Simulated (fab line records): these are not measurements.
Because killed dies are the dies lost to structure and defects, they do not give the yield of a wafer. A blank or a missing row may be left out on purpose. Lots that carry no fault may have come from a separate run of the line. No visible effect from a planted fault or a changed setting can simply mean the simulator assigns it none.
A single fault, viewed from 3 desks || flow n5_finfet || each desk has only its own numbers; what lay behind them comes last

== THE DEFECT DESK ==
Inspection counts along the route, by lot: the mean over sampled wafers that carry a number. A lot is out of limits, marked OUT, if its mean lies more than 4 standard deviations from the usual mean; the brackets give that distance.
Columns: A = raw_defect_count at N5_HKMG_FIN_INSPECT_61, usual 1.9
{"lot": "L436", "first seen here": "day 4 00:24", "A": 1.0}
{"lot": "L437", "first seen here": "day 4 04:07", "A": 2.0}
{"lot": "L438", "first seen here": "day 4 14:25", "A": 2.0}
{"lot": "L439", "first seen here": "day 4 15:22", "A": 1.3}
{"lot": "L440", "first seen here": "day 5 00:36", "A": 2.0}
{"lot": "L441", "first seen here": "day 5 03:53", "A": 1.5}
{"lot": "L443", "first seen here": "day 5 17:43", "A": 2.0}
{"lot": "L446", "first seen here": "day 6 15:10", "A": 2.3}
{"lot": "L447", "first seen here": "day 6 16:50", "A": 1.0}
{"lot": "L449", "first seen here": "day 7 07:07", "A": 1.3}
{"lot": "L450", "first seen here": "day 7 10:01", "A": 2.0}
{"lot": "L452", "first seen here": "day 7 22:50", "A": 1.0}
{"lot": "L458", "first seen here": "day 9 13:56", "A": 2.7}
This desk's verdict: no lot among the 13 shows anything out of limits.

== METROLOGY DESK ==
Lot by lot, what the gauges showed, no matter which tool ran the lot: averages of those sampled wafers that carry a number. A lot is out of limits, marked OUT, if its mean lies more than 4 standard deviations from the usual mean; the brackets give that distance.
Columns: A = SDB_THK at N5_SDB_THK_MEAS_31, usual 64.4 nm
{"lot": "L436", "first seen here": "day 3 22:48", "A": 65.5}
{"lot": "L437", "first seen here": "day 4 02:37", "A": 65.6}
{"lot": "L438", "first seen here": "day 4 12:55", "A": 64.0}
{"lot": "L439", "first seen here": "day 4 13:53", "A": 65.1}
{"lot": "L440", "first seen here": "day 4 22:59", "A": 62.8}
{"lot": "L441", "first seen here": "day 5 02:16", "A": 65.1}
{"lot": "L443", "first seen here": "day 5 15:58", "A": 64.2}
{"lot": "L446", "first seen here": "day 6 13:18", "A": 64.3}
{"lot": "L447", "first seen here": "day 6 15:13", "A": 64.0}
{"lot": "L449", "first seen here": "day 7 05:30", "A": 63.7}
{"lot": "L450", "first seen here": "day 7 08:16", "A": 64.3}
{"lot": "L452", "first seen here": "day 7 21:06", "A": 63.4}
{"lot": "L458", "first seen here": "day 9 12:02", "A": 64.1}
This desk's verdict: no lot among the 13 shows anything out of limits.

== AT THE TOOL OWNER'S DESK: thermal_cvd_si-01 ==
The tool's own readings at N5_HKMG_FIN_CVD_62 (deposits a-Si from Si2H6, target thk 3 nm, time 20.8 s): means of the sampled wafers that have a number, for each lot that ran on this tool. A lot is out of limits, marked OUT, if its mean lies more than 4 standard deviations from the usual mean; the brackets give that distance.
Columns: A = heater_power_w at N5_HKMG_FIN_CVD_62, usual 1481 W; B = susceptor_temp_C at N5_HKMG_FIN_CVD_62, usual 500.00 C
{"lot": "L437", "first seen here": "day 4 06:06", "A": 1377, "B": 500.22}
{"lot": "L438", "first seen here": "day 4 16:11", "A": 1388, "B": 500.08}
{"lot": "L440", "first seen here": "day 5 02:22", "A": 1501, "B": 500.31}
{"lot": "L446", "first seen here": "day 6 16:55", "A": 1613, "B": 499.92}
{"lot": "L450", "first seen here": "day 7 11:47", "A": 1616, "B": "512.93 (+52) OUT"}
{"lot": "L452", "first seen here": "day 8 00:36", "A": 1655, "B": "513.26 (+53) OUT"}
This desk's verdict: out of limits on L450, L452, starting with L450 at day 7 11:47 (susceptor_temp_C at N5_HKMG_FIN_CVD_62). In limits: L437, L438, L440, L446.

== PUT TOGETHER ==
The tool owner's desk had the chance to raise an alarm at day 7 11:47 on L450, L452.
Nothing the defect desk looked at was out of limits.
Metrology desk: nothing out of limits seen.
The defect desk has L450, L452 on record, within its limits.
The metrology desk has L450, L452 on record, within its limits.
The lots listed all ran N5_HKMG_FIN_CVD_62 on thermal_cvd_si-01.

== WHAT HAD BEEN PUT IN BY THE SIMULATOR ==
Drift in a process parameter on thermal_cvd_si-01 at N5_HKMG_FIN_CVD_62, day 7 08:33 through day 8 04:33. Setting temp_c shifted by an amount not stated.
Lots struck among those shown: L450, L452.
Each desk's first reading out of limits, in hours after the fault started: the tool owner's desk, 3.
